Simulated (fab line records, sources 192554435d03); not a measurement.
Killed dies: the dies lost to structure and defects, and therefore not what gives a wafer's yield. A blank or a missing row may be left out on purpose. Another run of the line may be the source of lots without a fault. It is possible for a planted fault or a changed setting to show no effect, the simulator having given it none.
Lot-split experiment | flow n5-finfet | 21 wafers read from 7 lots, route of 1938 steps

## ON THE SPLIT
At N5_BEOL_M14_PEB_26 (peb time 90 s), the setting peb-temp-c was moved away from the recipe's 130 C on 6 of the 21 wafers read, by -2.7% to +1.8%. For the rest of the wafers, this setting stayed at what the recipe calls for.

## FROM THE SPLIT TO THE READING: what the file shows between them, 2 steps
- N5_BEOL_M14_DEVELOP_27: develop time 45 s
- N5_BEOL_M14_HARDBAKE_32: time 120 s

## THE READING
cd-nm, in nm, at N5_BEOL_M14_CD_MEAS_28 (target cd 284.4 nm). Typical for fault-free wafers on this fab line: 284.8 nm, with standard deviation 2.1 nm.

wafer  | tool, chamber at the split | peb-temp-c as run, C | against the recipe | cd-nm, nm | against lot-mates on the recipe
L076.1 | litho-track-05, 0          | 130                  | recipe             | 284.3     | -
L076.4 | litho-track-05, 0          | 126.5                | -2.7%              | 269.4     | -15.4
L076.6 | litho-track-05, 0          | 130                  | recipe             | 285.3     | -
L079.1 | litho-track-04, 0          | 127.7                | -1.8%              | 270.2     | -14.1
L079.3 | litho-track-04, 0          | 130                  | recipe             | 285.8     | -
L079.6 | litho-track-04, 0          | 130                  | recipe             | 282.8     | -
L080.1 | litho-track-05, 0          | 130                  | recipe             | 285.6     | -
L080.3 | litho-track-05, 0          | 130                  | recipe             | 286.2     | -
L080.4 | litho-track-05, 0          | 130                  | recipe             | 289.5     | -
L082.2 | litho-track-02, 0          | 130                  | recipe             | 282.1     | -
L082.3 | litho-track-02, 0          | 130                  | recipe             | 285.4     | -
L082.5 | litho-track-02, 0          | 130                  | recipe             | 281.8     | -
L086.2 | litho-track-02, 0          | 130                  | recipe             | 282.8     | -
L086.3 | litho-track-02, 0          | 130                  | recipe             | 284.2     | -
L086.5 | litho-track-02, 0          | 130                  | recipe             | 281.8     | -
L089.2 | litho-track-05, 0          | 132.3                | +1.8%              | 293.5     | +8.4
L089.4 | litho-track-05, 0          | 132.3                | +1.8%              | 294.7     | +9.6
L089.6 | litho-track-05, 0          | 130                  | recipe             | 285.1     | -
L090.1 | litho-track-05, 0          | 127.5                | -1.9%              | 271.5     | -14.0
L090.5 | litho-track-05, 0          | 130                  | recipe             | 285.5     | -
L090.6 | litho-track-05, 0          | 127.5                | -1.9%              | 272.8     | -12.7

THE FIT
A straight line over all 21 wafers: cd-nm changes by +6.08 nm for each +1% of peb-temp-c; r = +0.96; the points scatter about the line by 2 nm.
The same after taking each lot's own level away (the mean of its wafers on the recipe; 21 wafers): +6.14 nm for each +1%; r = +0.97; scatter 1.6 nm.
The reading moves by 17 nm for the largest change in peb-temp-c, on that fit.
The lots' own levels span 282.93 to 287.10 nm, that is 2.0 times the standard deviation above.
So the lot-to-lot level changes the slope little: the two slopes agree.
Check: -17.7 nm against its lot-mates is what the line predicts for one of the wafers moved furthest among these (-2.7%) when that wafer is left out of the fit. It came out at -15.4 nm against them.

## THE WHOLE CHAIN: every reading that the file lists as answering this split, in the file's order
step                   | what it does                                               | reading                                                         | change (the file's fit)              | r (the file's)
N5_BEOL_M14_CD_MEAS_28 | target cd 284.4 nm                                         | cd-nm                                                           | +6.29 nm for each +1% of the setting | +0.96
N5_BEOL_M14_DESCUM_33  | chemistry O2, time 7.9 s                                   | BEOL_M14.cd-nm (the simulator's own value, which no gauge read) | +6.31 nm for each +1% of the setting | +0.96
N5_BEOL_M14_ETCH_67    | etches SiARC in CF4, target depth 143 nm, time 238.3 s     | BEOL_M14.cd-nm (the simulator's own value, which no gauge read) | +6.24 nm for each +1% of the setting | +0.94
N5_BEOL_M14_ETCH_68    | etches SOC in N2/H2, time 450 s                            | BEOL_M14.cd-nm (the simulator's own value, which no gauge read) | +6.83 nm for each +1% of the setting | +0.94
N5_BEOL_M14_ETCH_38    | etches SiCN in CF4/N2, target depth 106.5 nm, time 120.6 s | BEOL_M14.cd-nm (the simulator's own value, which no gauge read) | +6.86 nm for each +1% of the setting | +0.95

## FILE'S OWN FIT
cd-nm changes by +6.29 nm for each +1% of peb-temp-c, r = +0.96.
